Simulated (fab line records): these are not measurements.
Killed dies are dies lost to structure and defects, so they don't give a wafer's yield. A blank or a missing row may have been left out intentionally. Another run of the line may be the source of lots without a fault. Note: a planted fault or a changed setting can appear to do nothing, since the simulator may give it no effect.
fab line records	flow n5Finfet
record lots=5	wafers=15	lastDay=18
route steps=1938 shown BEOL_M5@1162 PASSIVATION@1936
lots with no fault: from the same line, run without faults
startH: hours from the record's opening day to when the first of the lot's shown wafers began	waitH: time in hours since the lot's previous step	" same as the row above	L1.1+2: a single row standing in for several wafers	- value missing, or start not given	* or withheld: withheld	< > ~ a bound
route shown NAME@n: names a module that has steps shown in the file, with the first one's number in the route	usual: the fault-free wafers' mean and standard deviation	same: alike in all rows	chamber/n: place in a boat	sites: per-site readings	_std_site: standard deviation across them	_edge_site: outer sites' mean less inner sites'	radiusMm: how far each site lies from the wafer's centre	mask NAME#n: copy n	behind: the tool/chamber that last shaped the wafer	hold: cause of the lot's hold/its duration in hours/its outcome	device: transistor that didn't switch, given as n, p or np	end of line: at the end of the route, the tests of the same wafers	a step with no rows: only its recipe	killed: dies that structure and defects cost at the first sort, which is not the same as the wafer's yield	map: per-die view of a wafer (x killed, . not killed, _ where there is no die)
set.NAME: the setting the step ran with; set.NAME@STEP: the setting that earlier step ran with	model.NAME: the simulator's own value behind a step, which no gauge read
certain route steps with their lots: each step a table, each wafer a row
services: when a tool's chamber went out of use (startH, in hours from the record's first day, below 0 if earlier), for how many hours, and the reason
## steps
# step N5_BEOL_M5_STRIP_91
# recipe chemistry=N2/H2	timeS=10	powerW=450	tempC=40	pressureMtorr=20	rfFrequencyHz=6e+07	biasPowerW=7	n2FlowSccm=200	h2FlowSccm=200
# usual drypumpMotorCurrentA=5.8/0.58	oesProductAu=0.79/0.093	rfVppV=59.2/0.86	showerheadPlenumPTorr=2.55/0.07	tempC=40.01/0.11	throttleValvePct=23.64/0.22
lot.wafer	tool	chamber	startH	waitH	drypumpMotorCurrentA	oesProductAu	rfHoursCounterH	rfVppV	showerheadPlenumPTorr	tempC	throttleValvePct
L948.3	rieDiel-03	1	-	-	5.7	0.90	30	58.6	2.59	40.14	23.55
L948.4	"	2	"	"	6.6	0.67	-	60.4	2.49	40.13	23.52
L948.6	"	1	"	"	5.7	0.90	-	59.1	2.59	40.04	23.53
L952.2	rieDiel-01	3	-	-	5.9	0.72	202	59.8	2.43	40.17	23.96
L952.4	"	2	"	"	6.0	0.78	-	58.1	2.55	40.29	23.68
L952.6	"	0	"	"	5.2	0.75	-	58.6	2.53	40.01	23.97
L960.1	rieDiel-03	0	-	-	6.5	0.92	28	59.7	2.60	40.06	23.65
L960.2	"	1	"	"	5.7	0.86	57	59.7	2.58	39.88	23.57
L960.4	"	3	"	"	5.4	0.69	246	60.2	2.61	40.15	23.81
L963.1	rieDiel-03	1	-	-	5.7	0.84	65	58.9	2.58	40.05	23.57
L963.2	"	2	"	"	6.6	0.91	21	60.4	2.48	39.89	23.26
L963.4	"	0	"	"	6.5	0.92	-	60.6	2.60	39.93	23.67
L966.2	rieDiel-03	2	-	-	6.6	0.90	25	59.9	2.48	40.19	23.25
L966.4	"	0	"	"	6.5	0.91	-	59.4	2.60	40.02	23.67
L966.5	"	0	"	"	6.5	0.90	-	60.1	2.60	39.93	23.66
# step N5_BEOL_M5_OCD_MEAS_38
# usual trenchDepthNm=71.6/1.5
lot.wafer	tool	chamber	startH	waitH	trenchDepthNm
L948.3	ocd-02	-	200.99	-	71.0
L948.4	"	-	"	"	71.0
L948.6	"	-	"	"	70.7
L952.2	ocd-02	-	227.33	-	68.6
L952.4	"	-	"	"	72.7
L952.6	"	-	"	"	72.6
L960.1	ocd-02	-	291.12	-	73.0
L960.2	"	-	"	"	70.5
L960.4	"	-	"	"	71.2
L963.1	ocd-01	-	313.26	-	69.8
L963.2	"	-	"	"	73.6
L963.4	"	-	"	"	73.3
L966.2	ocd-02	-	320.24	-	73.8
L966.4	"	-	"	"	73.1
L966.5	"	-	"	"	72.7
# step N5_BEOL_M5_HM_STRIP_39
# recipe chemistry=peroxideTinStrip	material=TiN	targetDepthA=250	tempC=50	timeS=158
# step N5_BEOL_M5_SRD_40
# recipe timeS=30	tempC=23	rinseLiquid=diw	dry=ipaMarangoni
# step N5_BEOL_M5_PRECLEAN_42
# recipe chemistry=residueRemover	timeS=60	tempC=40
# step N5_BEOL_M5_SRD_43
# recipe timeS=30	tempC=23	rinseLiquid=diw	dry=ipaMarangoni
# step N5_BEOL_M5_CD_MEAS_35
# recipe targetCdNm=28	targetCdYNm=24	polarity=opening
# usual cdNm=27.9/0.36
lot.wafer	tool	chamber	startH	waitH	cdNm
L948.3	cdSem-03	-	201.15	0.0	27.6
L948.4	"	-	"	"	27.4
L948.6	"	-	"	"	27.8
L952.2	cdSem-03	-	227.49	0.0	28.0
L952.4	"	-	"	"	28.2
L952.6	"	-	"	"	28.5
L960.1	cdSem-01	-	291.28	0.0	27.6
L960.2	"	-	"	"	28.6
L960.4	"	-	"	"	27.6
L963.1	cdSem-01	-	313.41	0.0	28.3
L963.2	"	-	"	"	27.9
L963.4	"	-	"	"	28.2
L966.2	cdSem-01	-	320.39	0.0	28.0
L966.4	"	-	"	"	27.8
L966.5	"	-	"	"	27.9
# step N5_BEOL_M5_CURE_80
# recipe tempC=370	timeS=120	ambient=DMADMS/He	material=SiCOH_lowk
# usual lampPowerPct=52.32/0.052	wafer_temp_C_max=371.8/0.76
lot.wafer	tool	chamber	startH	waitH	lampPowerPct	wafer_temp_C_max
L948.3	uvCure-01	0	201.29	0.1	52.33	371.7
L948.4	"	0	"	"	52.31	371.5
L948.6	"	0	"	"	52.34	372.5
L952.2	uvCure-02	1	227.58	0.1	52.33	370.9
L952.4	"	1	"	"	52.28	371.1
L952.6	"	1	"	"	52.29	371.5
L960.1	uvCure-03	2	291.32	0.0	52.13	371.5
L960.2	"	2	"	"	52.33	373.2
L960.4	"	2	"	"	52.29	372.2
L963.1	uvCure-03	2	313.73	0.3	52.25	374.1
L963.2	"	2	"	"	52.40	372.7
L963.4	"	2	"	"	52.21	373.2
L966.2	uvCure-03	2	320.48	0.1	52.40	372.8
L966.4	"	2	"	"	52.21	371.7
L966.5	"	2	"	"	52.33	371.6
# step N5_BEOL_M5_DEGAS_44
# recipe ambient=vacuum	tempC=250	timeS=60
# usual heaterPowerW=333/32
lot.wafer	tool	chamber	startH	waitH	heaterPowerW
L948.3	pvdSputter-01	-	201.55	0.2	274
L948.4	"	-	"	"	279
L948.6	"	-	"	"	279
L952.2	pvdSputter-01	-	227.99	0.4	277
L952.4	"	-	"	"	281
L952.6	"	-	"	"	340
L960.1	pvdSputter-03	-	291.95	0.5	313
L960.2	"	-	"	"	303
L960.4	"	-	"	"	367
L963.1	pvdSputter-03	-	314.37	0.5	369
L963.2	"	-	"	"	303
L963.4	"	-	"	"	312
L966.2	pvdSputter-03	-	320.80	0.3	345
L966.4	"	-	"	"	307
L966.5	"	-	"	"	372
# step N5_BEOL_M5_PRE_CLEAN_45
# recipe gas=H2/He	timeS=30	tempC=250
# step N5_BEOL_M5_ALD_86
# recipe material=TaN	targetThkA=*	tempC=275	aldPrecursorFamily=PDMAT	aldCoReactant=NH3	pressureTorr=3	carrierFlowSccm=1500	pulseTimeS=2	purgeTimeS=3	coReactantPurgeTimeS=2	coReactantPulseTimeS=3	aldCycles=30	precursorVesselTempC=75	precursorVesselPressureTorr=26.25	precursorVesselCarrierSccm=1000
# usual chamberPressureTorr=3.001/0.0068	heaterPowerW=411/37	precursorVesselTempC=75.01/0.12
# same pulseTimeS=2
lot.wafer	tool	chamber	startH	waitH	chamberPressureTorr	heaterPowerW	precursorVesselTempC
L948.3	aldMetal-03	3	201.70	0.1	3.005	352	75.16
L948.4	"	0	"	"	2.995	357	74.94
L948.6	"	3	"	"	3.001	367	75.07
L952.2	aldMetal-03	2	228.09	0.0	2.998	438	74.95
L952.4	"	0	"	"	3.001	362	75.09
L952.6	"	2	"	"	3.001	464	75.04
L960.1	aldMetal-04	3	292.07	0.1	3.014	375	75.09
L960.2	"	1	"	"	3.001	446	75.03
L960.4	"	2	"	"	3.008	429	74.89
L963.1	aldMetal-03	0	314.48	0.0	2.995	363	74.80
L963.2	"	1	"	"	3.009	448	75.06
L963.4	"	2	"	"	3.006	453	75.08
L966.2	aldMetal-03	0	320.94	0.1	2.997	361	74.98
L966.4	"	3	"	"	3.008	364	75.00
L966.5	"	2	"	"	2.992	462	74.92
# step N5_BEOL_M5_SURFACE_TREAT_87
# recipe gas=Ar	timeS=*	ionEnergyEv=*	ionCurrentMaCm2=0.5	pressureMtorr=*	arFlowSccm=30
# usual throttleValvePct=*
lot.wafer	tool	chamber	startH	waitH	throttleValvePct
L948.3	pvdSputter-03	-	201.94	0.1	*
L948.4	"	-	"	"	*
L948.6	"	-	"	"	*
L952.2	pvdSputter-02	-	228.40	0.2	*
L952.4	"	-	"	"	*
L952.6	"	-	"	"	*
L960.1	pvdSputter-03	-	292.45	0.3	*
L960.2	"	-	"	"	*
L960.4	"	-	"	"	*
L963.1	pvdSputter-03	-	314.99	0.4	*
L963.2	"	-	"	"	*
L963.4	"	-	"	"	*
L966.2	pvdSputter-01	-	321.24	0.2	*
L966.4	"	-	"	"	*
L966.5	"	-	"	"	*
# step N5_BEOL_M5_CVD_47
# recipe material=Co	targetThkA=30	tempC=withheld	precursor=CCTBA/H2	pressureTorr=30	timeS=216
# usual chamberPressureTorr=30.01/0.06	runLengthS=238.8/0.44
lot.wafer	tool	chamber	startH	waitH	chamberPressureTorr	runLengthS
L948.3	cvdCo-02	0	202.08	0.1	29.97	239.4
L948.4	"	2	"	"	30.01	239.3
L948.6	"	0	"	"	29.90	239.4
L952.2	cvdCo-01	2	228.46	0.0	29.99	238.6
L952.4	"	2	"	"	29.88	238.7
L952.6	"	0	"	"	30.08	125.6
L960.1	cvdCo-02	0	292.53	0.1	30.05	239.9
L960.2	"	1	"	"	29.95	238.8
L960.4	"	0	"	"	30.06	239.3
L963.1	cvdCo-02	2	315.07	0.1	30.05	239.2
L963.2	"	1	"	"	29.81	238.7
L963.4	"	0	"	"	29.92	239.0
L966.2	cvdCo-01	0	321.31	0.0	30.02	238.6
L966.4	"	1	"	"	30.05	238.4
L966.5	"	0	"	"	29.99	238.6
# step N5_BEOL_M5_SPUTTER_48
# recipe material=Cu	targetThkA=150	tempC=-20	chamberPressurePa=0.07	powerW=withheld	timeS=27.62
# step N5_PASSIVATION_PROBE_49
# usual defectLimitedYield=91.3/1.7	killed_at_M0_to_M3=33/11	killed_at_M4_up=14/5.5	killedAtContacts=13/6.5	killedAtFrontEnd=39/13	killedAtOther=3.4/2.9	killedDies=103/20	killedOpen=69/15	killedShort=32/8.1	sort_bin_5_function=5.1/1.1	sort_bin_6_memory=3.3/0.74	sort_bin_8_speed=0.00/0.014	sortNPass=1077/20	sortYieldPct=91.3/1.7
# same grossDies=1180	killedAtBackSide=0	sort_bin_4_leakage[%]=0
lot.wafer	tool	chamber	startH	waitH	defectLimitedYield[%]	killed_at_M0_to_M3	killed_at_M4_up	killedAtContacts	killedAtFrontEnd	killedAtOther	killedDies	killedOpen	killedShort	sort_bin_5_function[%]	sort_bin_6_memory[%]	sort_bin_8_speed[%]	sortNPass	sortYieldPct[%]
L948.3	prober-02	-	313.58	0.1	89.6	56	9	8	47	3	123	88	32	5.3	5.0	0	1057	89.6
L948.4	prober-02	-	313.63	0.2	92.8	35	11	8	29	2	85	56	28	4.3	2.4	0	1095	92.8
L948.6	prober-02	-	313.73	0.3	90.3	25	9	15	60	5	114	80	31	6.2	3.4	0	1066	90.3
L960.1	prober-01	-	390.75	0.0	93.7	13	12	6	38	5	74	39	34	3.5	2.4	0	1106	93.7
L960.2	prober-01	-	390.80	0.1	89.7	20	17	21	58	5	121	73	45	5.9	3.8	0	1059	89.7
L960.4	prober-01	-	390.90	0.2	92.3	30	19	4	34	4	91	60	23	4.2	3.1	0	1089	92.3
L966.2	prober-02	-	429.58	0.1	93.6	33	6	4	33	0	76	46	29	3.6	2.5	0	1104	93.6
L966.4	prober-02	-	429.68	0.2	89.3	48	7	14	49	8	126	90	33	6.8	3.6	0	1054	89.3
L966.5	prober-02	-	429.73	0.2	90.0	51	11	8	45	3	118	74	44	5.8	3.7	0	1062	90.0
# killed by level:class
L948.3 STI_FIN_REVEAL:geometricParticle:open=20 BEOL_M0_SAQP:geometricParticle:open=15 FIN_SAQP:geometricParticle:open=8 BEOL_M0_SAQP:geometricParticle:short=8 FIN_SAQP:geometricParticle:short=7 BEOL_M3:geometricParticle:open=7 BEOL_M0:geometricParticle:open=7 MOL_CONTACT_COAG:geometricParticle:open=6
L948.4 STI_FIN_REVEAL:geometricParticle:open=11 BEOL_M0_SAQP:geometricParticle:short=10 BEOL_M0_SAQP:geometricParticle:open=9 BEOL_M1:geometricParticle:open=9 MOL_CONTACT_COAG:geometricParticle:open=8 FIN_SAQP:geometricParticle:short=5 BEOL_M4:geometricParticle:open=4 BEOL_M3:geometricParticle:open=3
L948.6 STI_FIN_REVEAL:geometricParticle:open=23 FIN_SAQP:geometricParticle:open=11 MOL_CONTACT_COAG:geometricParticle:open=11 FIN_SAQP:geometricParticle:short=9 BEOL_M0_SAQP:geometricParticle:open=8 BEOL_M0_SAQP:geometricParticle:short=6 BEOL_M2:geometricParticle:open=5 DUMMY_GATE:geometricParticle:open=4
L960.1 FIN_SAQP:geometricParticle:short=10 STI_FIN_REVEAL:geometricParticle:open=7 BEOL_M0_SAQP:geometricParticle:open=5 ILD0:geometricParticle:short=4 FIN_CUT:geometricParticle:short=4 BEOL_M4:geometricParticle:open=4 MOL_CONTACT_COAG:geometricParticle:open=4 BEOL_M4:geometricParticle:short=3
L960.2 MOL_CONTACT_COAG:geometricParticle:open=16 STI_FIN_REVEAL:geometricParticle:open=14 FIN_SAQP:geometricParticle:short=10 FIN_SAQP:geometricParticle:open=7 GATE_CUT:geometricParticle:short=7 BEOL_M2:geometricParticle:open=5 BEOL_M4:geometricParticle:open=4 MOL_CONTACT_COAG:geometricParticle:short=4
L960.4 DUMMY_GATE:geometricParticle:open=10 BEOL_M4:geometricParticle:open=7 BEOL_M1:geometricParticle:open=7 BEOL_M3:geometricParticle:open=7 FIN_SAQP:geometricParticle:open=5 GATE_CUT:geometricParticle:short=5 BEOL_M0:geometricParticle:open=5 BEOL_M14:coatMicrobubblePrinted=5
L966.2 STI_FIN_REVEAL:geometricParticle:open=11 BEOL_M0_SAQP:geometricParticle:short=10 BEOL_M2:geometricParticle:open=9 FIN_SAQP:geometricParticle:short=6 BEOL_M0_SAQP:geometricParticle:open=5 BEOL_M1:geometricParticle:open=5 MOL_CONTACT_COAG:geometricParticle:open=4 BEOL_M4:geometricParticle:open=4
L966.4 FIN_SAQP:geometricParticle:open=14 BEOL_M0_SAQP:geometricParticle:open=13 MOL_CONTACT_COAG:geometricParticle:open=12 STI_FIN_REVEAL:geometricParticle:open=11 BEOL_M0_SAQP:geometricParticle:short=11 FIN_SAQP:geometricParticle:short=9 BEOL_M1:geometricParticle:open=7 BEOL_M2:geometricParticle:open=7
L966.5 BEOL_M0_SAQP:geometricParticle:short=11 BEOL_M2:geometricParticle:open=11 FIN_SAQP:geometricParticle:short=9 FIN_SAQP:geometricParticle:open=9 STI_FIN_REVEAL:geometricParticle:open=7 BEOL_M0_SAQP:geometricParticle:open=7 MOL_CONTACT_COAG:geometricParticle:open=6 BEOL_M1:geometricParticle:open=6
## services
tool	chamber	startH	hours	kind
rieDiel-03	0	178.59	-	clean
rieDiel-03	0	178.59	-	consumableReplace:focusRing
rieDiel-03	0	178.59	26.3	scheduledDown
rieDiel-03	0	178.59	26.3	ventCycle
aldMetal-04	-	180.21	2.8	pm
uvCure-01	-	192.60	2.1	pm
cvdCo-02	-	194.42	2.5	repair
uvCure-01	-	198.28	1.0	pm
rieDiel-03	2	217.30	-	clean
rieDiel-03	2	217.30	-	consumableReplace:focusRing
rieDiel-01	1	226.18	3.6	repair
cvdCo-02	-	238.92	2.8	pm
rieDiel-01	0	241.59	12.8	repair
uvCure-03	-	242.34	6.1	repair
uvCure-01	-	242.69	1.8	repair
cvdCo-01	-	246.00	2.8	pm
aldMetal-03	-	255.20	1.3	repair
aldMetal-04	1	258.48	25.7	repair
uvCure-01	-	263.17	7.1	pm
aldMetal-03	-	264.74	14.6	pm
rieDiel-03	2	266.47	4.2	repair
aldMetal-03	3	291.52	22.4	repair
rieDiel-01	-	294.76	1.2	repair
aldMetal-03	2	300.02	10.2	repair
## key
firstSign step=N5_BEOL_M5_CVD_47	reading=runLengthS	direction=down	sigmas=99+	usual=*	struck=*
effect none on later readings
metAt N5_BEOL_M5_CVD_47
struckWafers L952.6
fault kind=processParameterDrift	tool=cvdCo-01	chamber=-	onsetH=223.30	steps=N5_BEOL_M5_CVD_47	channel=timeS	offset=*	shape=step	endH=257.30	scope=struckWafersOnly	actsIn=*	stated=*
